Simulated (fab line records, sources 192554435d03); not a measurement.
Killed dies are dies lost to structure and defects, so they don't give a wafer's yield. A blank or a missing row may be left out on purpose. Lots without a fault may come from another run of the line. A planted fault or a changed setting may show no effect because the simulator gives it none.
Problem report in the 8D (eight disciplines) form, filled by code | flow n5_finfet | the parts of the form that need people (team, actions taken, sign-off) are left out

1. THE PROBLEM
raw_defect_count at N5_FIN_CUT_INSPECT_17 reads a mean of 1503 on 1 wafer of 1 lot; wafers without a fault read 241 with a standard deviation of 68. That is +19 standard deviations from the usual mean.
The step: inspects for defects (brightfield).
First seen on wafer L334.3, day 4 15:43, on defect_inspect-02. The record holds 24 wafers of 8 lots with a number at this step. Rule for "out", or "out of limits": more than 4 standard deviations from the usual mean. The other wafers with a number count as sound.

2. WHAT IT IS AND WHAT IT IS NOT
question                    | is                | is not
which readings at this step | raw_defect_count  | -
which lots                  | L334              | L325, L326, L332, L339, L340, L342, L344
which wafers of those lots  | L334.3            | L334.2, L334.5
read on which gauges        | defect_inspect-02 | defect_inspect-01
when                        | from day 4 15:43  | up to then (11 sound wafers); but 12 sound wafers of L339, L340, L342, L344 came after

3. SUSPECTS, AND WHAT RULES EACH OUT
Counting: a tool at a process step up to the reading stays a suspect if it ran every lot that is out. Sound lots after the first of them don't rule it out here, since some wafers of a struck lot are sound.
- the gauge at N5_FIN_CUT_INSPECT_17: ruled out. All the wafers that are out were read on defect_inspect-02, but those of them that N5_PASSIVATION_PROBE_49 has rows for are out there too, on other tools.
- rie_diel-04 at N5_FIN_CUT_ETCH_30 (etches underlayer in N2/H2, target depth 13 nm, time 10.4 s): kept. It ran the lot that is out, L334 (day 4 14:50).
- rie_diel-04 at N5_FIN_CUT_CUT_ETCH_27 (etches SiO2 in CHF3/O2, target depth 4 nm, overetch 2 nm, time 4.9 s): kept. It ran the lot that is out, L334 (day 4 15:17).
- rie_si-05 at N5_FIN_CUT_CUT_ETCH_28 (etches Si in HBr/Cl2/O2, target depth 6 nm, time 2.4 s): kept. It ran the lot that is out, L334 (day 4 15:29); its last sound lot up to then is L332 (day 4 03:40).
- Within rie_diel-04 at N5_FIN_CUT_ETCH_30: the wafers that are out ran in chamber 0; their sound lot-mates ran in chamber 1.
- Within rie_diel-04 at N5_FIN_CUT_CUT_ETCH_27: the wafers that are out ran in chamber 0; their sound lot-mates ran in chamber 1.
Left after counting: rie_diel-04 at N5_FIN_CUT_ETCH_30, rie_diel-04 at N5_FIN_CUT_CUT_ETCH_27, rie_si-05 at N5_FIN_CUT_CUT_ETCH_28.

4. THE CAUSE (what the simulator had put in)
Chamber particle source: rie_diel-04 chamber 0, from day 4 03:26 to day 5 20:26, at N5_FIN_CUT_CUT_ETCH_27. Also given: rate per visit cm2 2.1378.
Counting left 3 suspects, and this tool is among them.

5. THE CHAIN OF EFFECTS, in route order
Each row: a reading whose mean over the struck wafers that have a number lies more than 3 standard deviations from the usual. Only readings for which the record gives a usual standard deviation are gone through. hours: the time from each lot's start at the first step in this table that gives one to its start at this step, as a median over the lots. sigmas: the change in usual standard deviations.
hours | step                    | reading              | usual  | on struck wafers | change | sigmas
0     | N5_FIN_CUT_INSPECT_17   | raw_defect_count     | 241    | 1503             | +1262  | +19
246   | N5_PASSIVATION_PROBE_49 | defect_limited_yield | 91.4 % | 80.8             | -10.6  | -7.1
246   | N5_PASSIVATION_PROBE_49 | killed_at_front_end  | 37     | 173              | +136   | +12
246   | N5_PASSIVATION_PROBE_49 | killed_dies          | 101    | 226              | +125   | +6.9
246   | N5_PASSIVATION_PROBE_49 | sort_bin_5_function  | 5.0 %  | 11.0             | +6.0   | +6.2
246   | N5_PASSIVATION_PROBE_49 | sort_n_pass          | 1079   | 954              | -125   | -6.9
246   | N5_PASSIVATION_PROBE_49 | sort_yield_pct       | 91.4 % | 80.8             | -10.6  | -7.1
The process steps in it:
- N5_PASSIVATION_PROBE_49
Later measuring or inspecting steps at which every struck wafer that the step has a row for has a number for every such reading, and none has moved that far: N5_BEOL_M4_RC_MEAS_101.

6. WHAT WOULD HAVE CAUGHT IT SOONER
In this record the first reading out of limits at a measuring or inspecting step was taken at day 4 15:43, 12 hours after the fault began at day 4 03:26.
Of the tool readings at N5_FIN_CUT_CUT_ETCH_27 for which the record gives a usual standard deviation, none was out on any struck wafer, so an alarm limit of 4 standard deviations on them would not have fired.
All the lots that are out (1) had begun N5_FIN_CUT_CUT_ETCH_27 on rie_diel-04 by day 4 15:43. A hold on the tool at that time would have spared none of them.
